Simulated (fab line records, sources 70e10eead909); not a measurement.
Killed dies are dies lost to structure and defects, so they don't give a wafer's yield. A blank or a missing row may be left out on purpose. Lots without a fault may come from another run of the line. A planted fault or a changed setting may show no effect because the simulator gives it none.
A struck lot beside a sound one | flow nand_harc | 15 steps out of a route of 1159
Sound: wafers L954.2, L954.3, L954.4. Struck: wafers L962.3, L962.6. (L962.4 of the same lot was not struck and is left out.) The cause comes at the end.
At each step with rows: each side's tool, then ch and its chambers, then its first start. Under that, the readings that differ: sound wafers | struck wafers | difference of the means | sigmas: that difference in standard deviations of wafers without a fault.
alike: readings whose means differ by less than 2 such deviations, and words and numbers that are the same on both sides. not compared: withheld readings, readings that some wafer has no value for, bounds like >300 that may hide the same value, and numbers for which the record gives no deviation and whose values overlap.
The two part at a step that has a row with sigmas, a row that says differs or no value, or rows on one side only. Numbers that don't overlap but have no deviation are shown without sigmas and don't part them. A reading that every wafer of one side lacks parts them only if that side has two wafers or more.

NHARC_THIN_TSV_DEP_43: deposits SiO2, target thk 1328.5 nm.
  sound on pecvd-03 ch 0,1, day 19 17:11; struck on pecvd-01 ch 2, day 21 02:14
  alike: chamber_pressure_Torr, throttle_valve_pct
then, 8 steps without rows for these wafers: NHARC_THIN_TSV_DEHYDRATE_04 (time 120 s); NHARC_THIN_TSV_HMDS_05 (time 30 s); NHARC_THIN_TSV_COAT_06; NHARC_THIN_TSV_SOFTBAKE_07 (time 95 s); NHARC_THIN_TSV_EBR_08; NHARC_THIN_TSV_EXPOSE_09 (exposes mask TSV); NHARC_THIN_TSV_PEB_10 (peb time 85 s); NHARC_THIN_TSV_DEVELOP_11 (time 70 s).
NHARC_THIN_TSV_CD_MEAS_12: target cd 1000 nm.
  sound on cd_sem-03 ch 0, day 19 18:01; struck on cd_sem-02 ch 0, day 21 03:02
  alike: cd_nm
then, 1 step without rows for these wafers: NHARC_THIN_TSV_HARDBAKE_13 (time 80 s).
NHARC_THIN_TSV_DESCUM_14: chemistry O2, time 3 s.
  sound on rie_diel-05 ch 0,1,2, day 19 18:11; struck on rie_diel-05 ch 0,1, day 21 03:11
  alike: drypump_motor_current_A, oes_product_au, rf_vpp_V, showerhead_plenum_p_Torr, throttle_valve_pct
  not compared: rf_hours_counter_h
NHARC_THIN_TSV_ETCH_44: etches the open film in CF4/O2, target depth 1594.2 nm, time 797.1 s.
  sound on rie_diel-05 ch 1,2,3, day 19 18:16; struck on rie_diel-05 ch 0, day 21 03:20
  reading               | sound             | struck      | difference | sigmas
  oes_product_au (a.u.) | 0.986 1.008 1.010 | 0.847 0.849 | -0.153     | -15
  alike: drypump_motor_current_A, rf_vpp_V, showerhead_plenum_p_Torr, throttle_valve_pct
  not compared: rf_hours_counter_h
NHARC_THIN_TSV_ETCH_15: target depth 3000 nm, bosch target overetch cycles 2, bosch etch step 2.8 s.
  sound on rie_si-06 ch 1,2,3, day 19 18:52; struck on rie_si-04 ch 2,3, day 21 03:52
  alike: drypump_motor_current_A
  not compared: rf_hours_counter_h
NHARC_END_SORT_01:
  the record has rows for the struck wafers here (prober-01 ch 0, day 22 03:31) and none for the sound ones

WHERE THEY PART
First at NHARC_THIN_TSV_ETCH_44; last, within this record, at NHARC_END_SORT_01.

WHY: what the simulator had put in
Process parameter drift: rie_diel-05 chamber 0, from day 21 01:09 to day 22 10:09, at NHARC_THIN_TSV_ETCH_44. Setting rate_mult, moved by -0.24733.
